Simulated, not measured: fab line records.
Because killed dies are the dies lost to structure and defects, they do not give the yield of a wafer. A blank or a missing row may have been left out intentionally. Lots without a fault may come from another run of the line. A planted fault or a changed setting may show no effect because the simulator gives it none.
fab line records	flow n5Finfet
record lots=7	wafers=21	lastDay=21
route steps=1938 shown BEOL_M4@1111 BEOL_M14@1764 BEOL_M15@1809 PASSIVATION@1936
lots untouched by any fault: they come from a run of this same line in which no faults occurred
startH: the number of hours between the record's first day and the start of the first shown wafer of the lot	waitH: hours elapsed since this lot's preceding step	" repeats the value in the row above	L1.1+2: several wafers, shown together as one row	- no value present, or no start provided	* or withheld: withheld	< > ~ a bound
route shown NAME@n: names a module that has steps shown in the file, with the first one's number in the route	usual: average and standard deviation across the fault-free wafers	same: alike in all rows	chamber/n: place in a boat	sites: per-site readings	_std_site: standard deviation of those values	_edge_site: mean of outer sites minus mean of inner sites	radiusMm: for every site, how far away it sits from the centre of the wafer	mask NAME#n: copy n	behind: the last tool/chamber to shape the wafer	hold: cause of the lot's hold/its duration in hours/its outcome	device: which transistor (n, p or np) failed to switch	end of line: tests run on the same wafers once the route is complete	for a step that has no rows: nothing shown but its recipe	killed: not the wafer's yield, but the dies lost to structure and defects at the first sort	map: shows each die of a wafer: x if killed, . if not, _ if none is there
set.NAME: the setting that was run; set.NAME@STEP: the one run at that earlier step	model.NAME: the simulator's own value behind a step, which no gauge read
one table for each step of the route and one row for each wafer, over a sample of lots
services: from which hour (startH, from the record's first day; less than 0 if before it) a tool's chamber was out of use, for how many hours, and why
## steps
# step N5_BEOL_M4_RC_MEAS_101
# usual DIBL_N=37.1/2.6	DIBL_P=38/3	IOFF_N=0.18/0.052	IOFF_P=0.25/0.06	ION_N=678/15	ION_P=467/8.6	SS_N=71.7/0.73	SS_P=73.7/0.89	VT_N=249/4.3	VT_P=-248/3.8
lot.wafer	tool	chamber	startH	waitH	DIBL_N[mV/V]	DIBL_P[mV/V]	IOFF_N[nA/um]	IOFF_P[nA/um]	ION_N[uA/um]	ION_P[uA/um]	SS_N[mV/dec]	SS_P[mV/dec]	VT_N[mV]	VT_P[mV]
L557.1	prober-02	0	228.07	0.0	34.6	36	0.13	0.18	657	448	70.1	72.9	253	-255
L557.3	"	0	"	"	40.1	42	0.26	0.29	688	468	72.2	74.8	242	-245
L557.6	"	0	"	"	36.5	38	0.17	0.22	667	459	72.0	72.7	249	-251
L567.1	prober-02	0	294.35	0.0	36.6	37	0.17	0.21	681	462	72.2	73.4	250	-248
L567.2	"	0	"	"	35.2	37	0.15	0.21	683	474	71.9	73.5	251	-249
L567.3	"	0	"	"	36.7	37	0.16	0.21	671	460	71.5	73.6	250	-251
L569.2	prober-02	0	323.27	0.2	36.4	36	0.15	0.20	684	466	71.6	73.5	252	-252
L569.3	"	0	"	"	32.7	31	0.10	0.17	666	463	70.4	72.9	257	-253
L569.5	"	0	"	"	35.0	33	0.13	0.17	664	455	71.5	72.6	257	-254
L572.2	prober-01	0	342.59	0.2	38.9	39	0.21	0.29	685	470	72.4	73.9	247	-243
L572.4	"	0	"	"	38.1	40	0.19	0.34	683	478	72.1	73.0	246	-242
L572.5	"	0	"	"	40.2	41	0.25	0.35	692	478	72.4	74.0	243	-241
L578.2	prober-02	0	367.82	0.2	36.5	39	0.19	0.26	704	484	71.2	74.6	244	-243
L578.3	"	0	"	"	37.0	39	0.19	0.26	674	462	72.0	73.8	248	-248
L578.4	"	0	"	"	38.3	41	0.23	0.30	700	477	71.3	74.7	245	-248
L579.1	prober-02	0	375.35	0.0	39.7	42	0.26	0.32	694	474	72.8	75.2	241	-245
L579.2	"	0	"	"	40.2	42	0.25	0.33	682	475	72.6	74.5	246	-245
L579.4	"	0	"	"	38.0	39	0.22	0.26	681	466	72.4	74.2	245	-246
L577.2	prober-01	0	402.72	0.2	43.7	45	0.34	0.39	692	472	73.6	75.9	243	-243
L577.3	"	0	"	"	38.2	38	0.18	0.24	696	478	71.0	73.4	249	-248
L577.5	"	0	"	"	37.7	37	0.17	0.23	677	467	71.5	74.3	250	-248
# step N5_BEOL_M14_SPUTTER_45
# recipe material=Cu	targetThkA=1000	tempC=-20	biasV=60	powerW=26000	chamberPressurePa=0.13	timeS=16.67
# usual throttleValvePct=30.4/0.63
lot.wafer	tool	chamber	startH	waitH	throttleValvePct
L557.1	pvdSputter-02	-	311.90	0.0	30.2
L557.3	"	-	"	"	30.9
L557.6	"	-	"	"	29.7
L567.1	pvdSputter-02	-	376.18	0.0	30.1
L567.2	"	-	"	"	30.8
L567.3	"	-	"	"	29.7
L569.2	pvdSputter-02	-	409.45	0.0	30.0
L569.3	"	-	"	"	30.3
L569.5	"	-	"	"	29.4
L572.2	pvdSputter-02	-	425.78	0.0	30.9
L572.4	"	-	"	"	30.1
L572.5	"	-	"	"	29.9
L579.1	pvdSputter-03	-	454.83	0.0	29.1
L579.2	"	-	"	"	32.2
L579.4	"	-	"	"	30.7
L578.2	pvdSputter-01	-	457.87	0.0	30.4
L578.3	"	-	"	"	31.0
L578.4	"	-	"	"	30.2
L577.2	pvdSputter-01	-	487.70	0.0	29.7
L577.3	"	-	"	"	30.5
L577.5	"	-	"	"	30.8
# step N5_BEOL_M15_TRENCH_ETCH_34
# recipe chemistry=C4F8/O2/Ar	target=SiO2	targetDepthA=8729.3	heInnerTorr=15	heOuterTorr=30	timeS=199	ionEnergyEv=800	pressureMtorr=20	sourceW=1905	biasW=2040	Ar_flow_sccm=400	C4F8_flow_sccm=16	O2_flow_sccm=12
# usual O2_flow_sccm=12.00/0.035	drypumpMotorCurrentA=5.7/0.35	oes_f_703_au=0.82/0.084	oesProductAu=0.81/0.085	rfVppV=2206/37	showerheadPlenumPTorr=3.42/0.12	throttleValvePct=30.8/0.32
lot.wafer	tool	chamber	startH	waitH	O2_flow_sccm	drypumpMotorCurrentA	oes_f_703_au	oesProductAu	rfHoursCounterH	rfVppV	showerheadPlenumPTorr	throttleValvePct
L557.1	rieDiel-03	1	315.37	0.0	11.98	5.8	1.02	0.99	3	2200	3.49	31.1
L557.3	"	2	"	"	12.01	6.3	0.85	0.83	99	2225	3.56	30.6
L557.6	"	1	"	"	12.02	5.8	1.03	1.00	-	2198	3.49	31.1
L567.1	rieDiel-06	3	379.73	0.0	12.00	5.4	0.79	0.82	88	2252	3.34	30.8
L567.2	"	2	"	"	11.98	5.2	0.83	0.82	81	2139	3.51	30.8
L567.3	"	0	"	"	12.03	6.2	0.74	0.75	148	2168	3.41	30.6
L569.2	rieDiel-06	2	412.90	0.0	12.05	5.2	0.81	0.80	92	2140	3.50	30.8
L569.3	"	0	"	"	11.99	6.2	0.74	0.74	156	2169	3.41	30.6
L569.5	"	2	"	"	12.01	5.2	0.82	0.80	-	2140	3.50	30.8
L572.2	rieDiel-03	2	430.37	0.0	11.94	6.3	0.81	0.79	139	2223	3.54	30.6
L572.4	"	2	"	"	11.95	6.3	0.81	0.78	-	2225	3.54	30.6
L572.5	"	3	"	"	11.98	5.2	0.80	0.81	-	2194	3.62	31.0
L579.1	rieDiel-02	2	458.52	0.0	11.94	5.7	0.72	0.70	224	2178	3.16	31.2
L579.2	"	3	"	"	12.01	5.9	1.01	1.00	1	2260	3.49	30.2
L579.4	"	1	"	"	12.04	5.4	0.71	0.71	212	2236	3.30	30.8
L578.2	rieDiel-06	2	461.24	0.0	11.99	5.2	0.80	0.78	102	2139	3.50	30.8
L578.3	"	0	"	"	12.03	6.2	0.73	0.73	165	2167	3.40	30.6
L578.4	"	1	"	"	11.97	5.5	0.93	0.92	41	2207	3.47	30.3
L577.2	rieDiel-02	3	491.10	0.0	11.98	5.9	0.96	0.96	11	2261	3.48	30.2
L577.3	"	1	"	"	12.02	5.4	0.70	0.69	223	2235	3.29	30.8
L577.5	"	2	"	"	11.95	5.6	0.72	0.70	-	2177	3.16	31.2
# step N5_BEOL_M15_DEGAS_41
# recipe ambient=vacuum	tempC=300	timeS=60
# usual heaterPowerW=461/45
lot.wafer	tool	chamber	startH	waitH	heaterPowerW
L557.1	pvdSputter-02	-	317.58	0.3	448
L557.3	"	-	"	"	536
L557.6	"	-	"	"	535
L567.1	pvdSputter-03	-	380.94	0.3	450
L567.2	"	-	"	"	462
L567.3	"	-	"	"	416
L569.2	pvdSputter-02	-	414.09	0.3	428
L569.3	"	-	"	"	588
L569.5	"	-	"	"	441
L572.2	pvdSputter-02	-	431.46	0.1	533
L572.4	"	-	"	"	587
L572.5	"	-	"	"	439
L579.1	pvdSputter-01	-	459.63	0.5	461
L579.2	"	-	"	"	460
L579.4	"	-	"	"	435
L578.2	pvdSputter-03	-	462.06	0.3	430
L578.3	"	-	"	"	452
L578.4	"	-	"	"	455
L577.2	pvdSputter-02	-	492.18	0.3	570
L577.3	"	-	"	"	449
L577.5	"	-	"	"	440
# step N5_BEOL_M15_ANNEAL_48
# recipe tempC=225	timeS=90	ambient=N2
# usual annealTempCMax=226.3/0.33	wafer_temp_C_max=225.93/0.22
lot.wafer	tool	chamber	startH	waitH	annealTempCMax	wafer_temp_C_max
L557.1	rtpAnneal-02	0	318.18	0.2	226.1	226.06
L557.3	"	0	"	"	225.7	226.10
L557.6	"	0	"	"	225.8	226.00
L567.1	rtpAnneal-01	0	382.08	0.7	226.3	226.13
L567.2	"	0	"	"	226.2	225.84
L567.3	"	0	"	"	226.5	226.26
L569.2	rtpAnneal-01	0	414.73	0.2	226.4	225.88
L569.3	"	0	"	"	226.4	225.66
L569.5	"	0	"	"	226.5	225.63
L572.2	rtpAnneal-01	0	432.32	0.4	225.8	226.12
L572.4	"	0	"	"	226.2	225.68
L572.5	"	0	"	"	226.2	225.98
L579.1	rtpAnneal-01	0	460.47	0.4	226.5	225.55
L579.2	"	0	"	"	226.6	225.61
L579.4	"	0	"	"	226.3	225.81
L578.2	rtpAnneal-01	0	462.70	0.2	226.7	225.87
L578.3	"	0	"	"	226.2	225.98
L578.4	"	0	"	"	225.9	225.84
L577.2	rtpAnneal-01	0	492.83	0.2	226.6	226.15
L577.3	"	0	"	"	227.3	226.57
L577.5	"	0	"	"	226.8	225.61
# step N5_BEOL_M15_RC_MEAS_101
# usual COMB_M10=1.49e-11/2.8e-12	COMB_M11=1.5e-11/3.2e-12	COMB_M12=6.1e-12/1.2e-12	COMB_M13=4.8e-12/1e-12	COMB_M14=3.3e-12/8.1e-13	COMB_M15=2.3e-12/6e-13	COMB_M15_max_site=3.4e-12/1e-12	COMB_M5=3.5e-11/6.3e-12	COMB_M5_max_site=5e-11/1e-11	COMB_M6=2.6e-11/5.3e-12	COMB_M7=2.6e-11/5.1e-12	COMB_M8=2.6e-11/5.6e-12	COMB_M9=1.38e-11/2.8e-12	SERP_M10=3.07/0.099	SERP_M11=3.02/0.1	SERP_M12=0.632/0.018	SERP_M13=0.310/0.0077	SERP_M14=0.163/0.0062	SERP_M14_max_site=0.164/0.0062	SERP_M5=38.1/2	SERP_M5_max_site=39.6/2.2	SERP_M6=13.9/0.69	SERP_M7=13.7/0.67	SERP_M8=13.6/0.64	SERP_M9=2.98/0.1
lot.wafer	tool	chamber	startH	waitH	COMB_M10[S/m]	COMB_M11[S/m]	COMB_M12[S/m]	COMB_M13[S/m]	COMB_M14[S/m]	COMB_M15[S/m]	COMB_M15_max_site[S/m]	COMB_M5[S/m]	COMB_M5_max_site[S/m]	COMB_M6[S/m]	COMB_M7[S/m]	COMB_M8[S/m]	COMB_M9[S/m]	SERP_M10[ohm/um]	SERP_M11[ohm/um]	SERP_M12[ohm/um]	SERP_M13[ohm/um]	SERP_M14[ohm/um]	SERP_M14_max_site[ohm/um]	SERP_M5[ohm/um]	SERP_M5_max_site[ohm/um]	SERP_M6[ohm/um]	SERP_M7[ohm/um]	SERP_M8[ohm/um]	SERP_M9[ohm/um]
L557.1	prober-02	0	318.95	0.0	1.53e-11	2.1e-11	6.2e-12	4.6e-12	2.7e-12	2.5e-12	3.3e-12	3.9e-11	4.5e-11	2.5e-11	3.3e-11	2.9e-11	1.3e-11	3.10	3.05	0.617	0.304	0.163	0.165	38.3	39.5	14.3	14.2	13.1	2.94
L557.3	"	0	"	"	1.47e-11	1.5e-11	5.9e-12	3.7e-12	3.9e-12	2e-12	2.3e-12	3e-11	5.3e-11	1.8e-11	2.8e-11	3.3e-11	1.14e-11	3.07	3.02	0.646	0.310	0.162	0.163	38.7	39.8	15.5	13.0	14.4	3.02
L557.6	"	0	"	"	2.28e-11	1.6e-11	5.8e-12	4.6e-12	4.2e-12	2.5e-12	3.9e-12	3.7e-11	5e-11	2.1e-11	3e-11	3.4e-11	1.12e-11	2.88	3.15	0.634	0.311	0.160	0.162	38.4	39.6	13.8	12.8	14.2	2.90
L567.1	prober-02	0	382.86	0.0	1.51e-11	2.3e-11	8.5e-12	3.4e-12	4.3e-12	2.4e-12	4e-12	3.4e-11	5.8e-11	2.3e-11	3.3e-11	3.3e-11	1.21e-11	3.04	2.98	0.620	0.308	0.153	0.154	36.0	37.9	13.2	13.1	13.3	3.09
L567.2	"	0	"	"	1.29e-11	1.9e-11	6.6e-12	4.6e-12	3.3e-12	2.2e-12	3.3e-12	3.9e-11	4.6e-11	2.2e-11	2e-11	2.7e-11	1.24e-11	3.09	3.10	0.590	0.313	0.158	0.158	37.9	39.1	13.7	14.0	13.1	3.06
L567.3	"	0	"	"	1.2e-11	1.7e-11	7.8e-12	4.2e-12	2.8e-12	3e-12	3.9e-12	3.7e-11	6.6e-11	2e-11	2.4e-11	2.8e-11	1.15e-11	3.12	3.28	0.638	0.307	0.159	0.161	33.3	34.4	13.4	13.9	13.8	2.96
L569.2	prober-01	0	415.62	0.2	1.71e-11	1.8e-11	6.8e-12	4.3e-12	3.3e-12	2.3e-12	3.2e-12	3.1e-11	3.8e-11	3.4e-11	2.7e-11	2.4e-11	1.35e-11	3.23	3.07	0.646	0.308	0.164	0.165	36.7	37.5	13.5	14.4	13.7	3.00
L569.3	"	0	"	"	1.42e-11	2e-11	6e-12	5.4e-12	4.4e-12	2.9e-12	4.1e-12	3.7e-11	6.1e-11	4e-11	2.3e-11	2.3e-11	1.34e-11	3.05	3.09	0.624	0.313	0.165	0.167	36.8	38.1	14.1	13.4	13.9	3.07
L569.5	"	0	"	"	1.52e-11	2e-11	7.4e-12	5.5e-12	4.7e-12	2.7e-12	3.4e-12	2.6e-11	4.8e-11	4.8e-11	2.4e-11	3.2e-11	1.33e-11	3.20	3.10	0.632	0.310	0.169	~370.37	39.4	41.6	12.9	13.4	13.7	2.91
L572.2	prober-01	0	433.22	0.2	1.12e-11	1.4e-11	8.2e-12	4.6e-12	5.7e-12	2.4e-12	3.4e-12	3.2e-11	5e-11	2.7e-11	2.6e-11	2.8e-11	1e-11	3.10	2.83	0.638	0.294	0.170	0.171	38.2	40.2	13.7	15.1	14.9	2.86
L572.4	"	0	"	"	1.43e-11	1.3e-11	7.5e-12	4.4e-12	4.1e-12	1.5e-12	2.2e-12	4.2e-11	5.9e-11	2.6e-11	3.6e-11	3.5e-11	1.65e-11	3.22	3.03	0.654	0.320	0.154	0.156	36.6	38.0	12.9	13.5	14.1	3.03
L572.5	"	0	"	"	1.42e-11	1.2e-11	7e-12	4.1e-12	4.3e-12	2.2e-12	3.5e-12	3.5e-11	4.6e-11	2.2e-11	2.6e-11	2.2e-11	1.02e-11	3.21	3.05	0.638	0.317	0.173	~370.37	38.2	39.8	14.7	14.3	13.0	2.92
L579.1	prober-01	0	461.26	0.0	1.78e-11	1.8e-11	5.8e-12	5e-12	3.6e-12	2e-12	3.6e-12	3.9e-11	6.4e-11	2.3e-11	2.5e-11	3.5e-11	9e-12	3.06	3.07	0.604	0.313	0.158	0.161	37.8	38.1	13.8	12.9	13.7	3.01
L579.2	"	0	"	"	1.31e-11	1.6e-11	7.3e-12	6.9e-12	3.1e-12	2.4e-12	3.7e-12	3.7e-11	4.5e-11	1.7e-11	3.4e-11	3.1e-11	1.53e-11	3.01	3.14	0.617	0.312	0.161	0.166	37.0	41.0	14.3	13.2	14.5	2.93
L579.4	"	0	"	"	1.15e-11	1.5e-11	5.8e-12	4.9e-12	3.2e-12	2.3e-12	2.9e-12	4.3e-11	6.2e-11	2.3e-11	3.1e-11	2.2e-11	1.51e-11	3.10	3.04	0.632	0.321	0.175	0.176	37.8	38.2	13.5	13.1	13.1	2.84
L578.2	prober-02	0	463.58	0.2	1.16e-11	2e-11	8.9e-12	4.1e-12	3.5e-12	2e-12	2.8e-12	2.6e-11	4.2e-11	2.2e-11	2.6e-11	3.3e-11	8.7e-12	3.11	3.06	0.664	0.312	0.175	0.176	41.4	41.9	13.8	13.7	12.7	2.94
L578.3	"	0	"	"	1.51e-11	2.2e-11	5.4e-12	3.8e-12	3.1e-12	3.4e-12	8.2e-12	3.7e-11	5.5e-11	3.2e-11	4.2e-11	2.9e-11	1.8e-11	2.89	2.90	0.676	0.312	0.156	0.157	40.0	41.1	13.7	13.9	14.0	2.95
L578.4	"	0	"	"	1.73e-11	1.2e-11	5.6e-12	4e-12	2.8e-12	2.4e-12	4.4e-12	3.3e-11	5e-11	1.8e-11	3e-11	2.9e-11	1.51e-11	3.00	3.04	0.661	0.308	0.160	0.162	40.7	41.6	14.6	13.8	14.3	2.83
L577.2	prober-02	0	493.71	0.2	1.9e-11	1.4e-11	6.5e-12	5.3e-12	3.2e-12	1.8e-12	2.4e-12	3.3e-11	3.7e-11	2.8e-11	3e-11	2.4e-11	1.59e-11	3.17	3.08	0.641	0.312	0.168	0.170	40.6	41.4	14.0	14.1	13.5	2.87
L577.3	"	0	"	"	1.72e-11	1.3e-11	3.6e-12	5.5e-12	2.7e-12	1.6e-12	2.3e-12	3.7e-11	5.2e-11	2.5e-11	2.7e-11	2.8e-11	1.66e-11	3.08	3.05	0.655	0.298	0.159	0.161	40.1	41.3	14.2	13.0	13.5	3.01
L577.5	"	0	"	"	1.61e-11	1.6e-11	5.2e-12	4.2e-12	3.3e-12	1.6e-12	2e-12	3.9e-11	7.4e-11	1.9e-11	2.5e-11	2.6e-11	1.24e-11	3.05	2.89	0.617	0.306	0.160	0.161	41.7	43.3	13.9	14.0	14.2	3.06
# step N5_PASSIVATION_PROBE_49
# usual defectLimitedYield=91.4/1.4	killed_at_M0_to_M3=34/9.1	killed_at_M4_up=14/5.2	killedAtContacts=12/6.4	killedAtFrontEnd=38/11	killedAtOther=3.7/2.8	killedDies=102/17	killedOnRim=14/3.9	killedOpen=68/13	killedShort=32/7.8	sort_bin_4_leakage=0.05/0.3	sort_bin_5_function=5.1/1	sort_bin_6_memory=3.2/0.66	sortNPass=1076/19	sortYieldPct=91.2/1.6
# same grossDies=1180	killedAtBackSide=0	sort_bin_8_speed[%]=0
lot.wafer	tool	chamber	startH	waitH	defectLimitedYield[%]	killed_at_M0_to_M3	killed_at_M4_up	killedAtContacts	killedAtFrontEnd	killedAtOther	killedDies	killedOnRim	killedOpen	killedShort	sort_bin_4_leakage[%]	sort_bin_5_function[%]	sort_bin_6_memory[%]	sortNPass	sortYieldPct[%]
L567.1	prober-01	-	398.52	0.0	90.4	22	4	16	67	4	113	16	67	45	0	5.8	3.6	1067	90.4
L569.2	prober-02	-	432.09	0.1	92.2	45	8	5	32	2	92	13	60	31	0	3.7	3.2	1088	92.2
L569.3	prober-02	-	432.14	0.1	90.4	45	17	9	34	8	113	16	70	38	0	5.9	3.5	1067	90.4
L569.5	prober-02	-	432.24	0.2	76.5	32	206	7	25	7	277	40	44	28	0	15.5	7.8	903	76.5
L572.2	prober-01	-	449.17	0.1	92.4	28	17	21	23	1	90	8	67	22	0	4.7	2.7	1090	92.4
L572.4	prober-01	-	449.27	0.2	92.1	37	18	5	32	1	93	13	65	28	0	4.7	2.9	1087	92.1
L572.5	prober-01	-	449.32	0.2	76.6	44	193	21	18	0	276	41	60	36	0	14.6	8.5	904	76.6
# killed by level:class
L567.1 FIN_SAQP:geometricParticle:short=19 FIN_SAQP:geometricParticle:open=14 MOL_CONTACT_COAG:geometricParticle:open=12 STI_FIN_REVEAL:geometricParticle:open=7 STI_FIN_REVEAL:geometricParticle:short=5 DUMMY_GATE:geometricParticle:open=5 BEOL_M3:geometricParticle:open=5 BEOL_M3:geometricParticle:short=5
L569.2 BEOL_M0_SAQP:geometricParticle:open=17 BEOL_M2:geometricParticle:open=9 STI_FIN_REVEAL:geometricParticle:short=8 DUMMY_GATE:geometricParticle:open=8 BEOL_M0_SAQP:geometricParticle:short=8 STI_FIN_REVEAL:geometricParticle:open=5 BEOL_M3:geometricParticle:open=5 MOL_CONTACT_COAG:geometricParticle:open=4
L569.3 BEOL_M2:geometricParticle:open=17 FIN_SAQP:geometricParticle:short=14 BEOL_M0_SAQP:geometricParticle:open=9 MOL_CONTACT_COAG:geometricParticle:open=8 GATE_CUT:geometricParticle:short=7 BEOL_M1:geometricParticle:open=7 BEOL_M4:geometricParticle:open=5 BEOL_M0_SAQP:geometricParticle:short=4
L569.5 BEOL_M14:interfaceVoidOpened=201 BEOL_M2:geometricParticle:open=9 BEOL_M0_SAQP:geometricParticle:short=9 DUMMY_GATE:geometricParticle:open=6 BEOL_M0_SAQP:geometricParticle:open=6 MOL_CONTACT_COAG:geometricParticle:open=5 FIN_SAQP:geometricParticle:short=3 STI_FIN_REVEAL:geometricParticle:short=3
L572.2 MOL_CONTACT_COAG:geometricParticle:open=16 BEOL_M2:geometricParticle:open=13 STI_FIN_REVEAL:geometricParticle:open=6 BEOL_M4:geometricParticle:open=6 MOL_CONTACT_COAG:geometricParticle:short=5 FIN_SAQP:geometricParticle:short=4 GATE_CUT:geometricParticle:open=4 BEOL_M0_SAQP:geometricParticle:short=4
L572.4 BEOL_M0_SAQP:geometricParticle:open=13 BEOL_M0_SAQP:geometricParticle:short=9 BEOL_M2:geometricParticle:open=8 FIN_SAQP:geometricParticle:open=7 BEOL_M5:geometricParticle:open=7 GATE_CUT:geometricParticle:short=6 DUMMY_GATE:geometricParticle:open=5 MOL_CONTACT_COAG:geometricParticle:open=4
L572.5 BEOL_M14:interfaceVoidOpened=179 MOL_CONTACT_COAG:geometricParticle:open=16 BEOL_M0_SAQP:geometricParticle:short=12 BEOL_M0_SAQP:geometricParticle:open=7 BEOL_M1:geometricParticle:open=6 BEOL_M2:geometricParticle:short=6 MOL_CONTACT_COAG:geometricParticle:short=5 BEOL_M2:geometricParticle:open=4
## services
tool	chamber	startH	hours	kind
rieDiel-03	1	291.62	-	clean
rieDiel-03	1	291.62	-	consumableReplace:focusRing
rieDiel-03	1	291.62	13.8	scheduledDown
rieDiel-03	1	291.62	13.8	ventCycle
rieDiel-03	1	329.37	6.6	repair
rtpAnneal-01	-	337.03	5.9	pm
rieDiel-03	1	340.94	8.2	repair
rieDiel-03	0	353.27	4.3	repair
rieDiel-02	0	384.42	8.9	repair
rieDiel-02	1	402.36	6.6	repair
rieDiel-02	2	408.53	8.2	repair
rieDiel-06	-	416.45	15.6	pm
pvdSputter-03	-	423.06	8.9	repair
rieDiel-03	1	423.86	10.7	repair
rieDiel-02	3	433.54	-	clean
rieDiel-02	3	433.54	-	consumableReplace:focusRing
rieDiel-02	3	433.54	21.6	scheduledDown
rieDiel-02	3	433.54	21.6	ventCycle
rieDiel-03	2	433.58	1.2	repair
pvdSputter-01	-	443.95	4.9	repair
pvdSputter-03	-	444.22	1.9	repair
pvdSputter-02	-	487.64	2.6	repair
## key
firstSign step=N5_BEOL_M15_RC_MEAS_101	reading=SERP_M14_max_site	direction=up	sigmas=99+	usual=0.164	struck=~370.37
effect step=N5_PASSIVATION_PROBE_49	reading=killed_at_M4_up	direction=up	sigmas=36	usual=14	struck=200
moreKillsBornAt N5_BEOL_M14_SPUTTER_45@pvdSputter-02=380
metAt N5_BEOL_M14_SPUTTER_45
struckLots L569,L572
struckWafers L569.5,L572.5
notActingAt N5_BEOL_M15_TRENCH_ETCH_34,N5_BEOL_M15_DEGAS_41,N5_BEOL_M15_ANNEAL_48
onsetBetween 376.18 409.45
fault kind=processParameterDrift	tool=pvdSputter-02	chamber=-	onsetH=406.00	steps=N5_BEOL_M14_SPUTTER_45	channel=timeS	offset=*	shape=step	endH=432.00	scope=struckWafersOnly	actsIn=*	stated=*
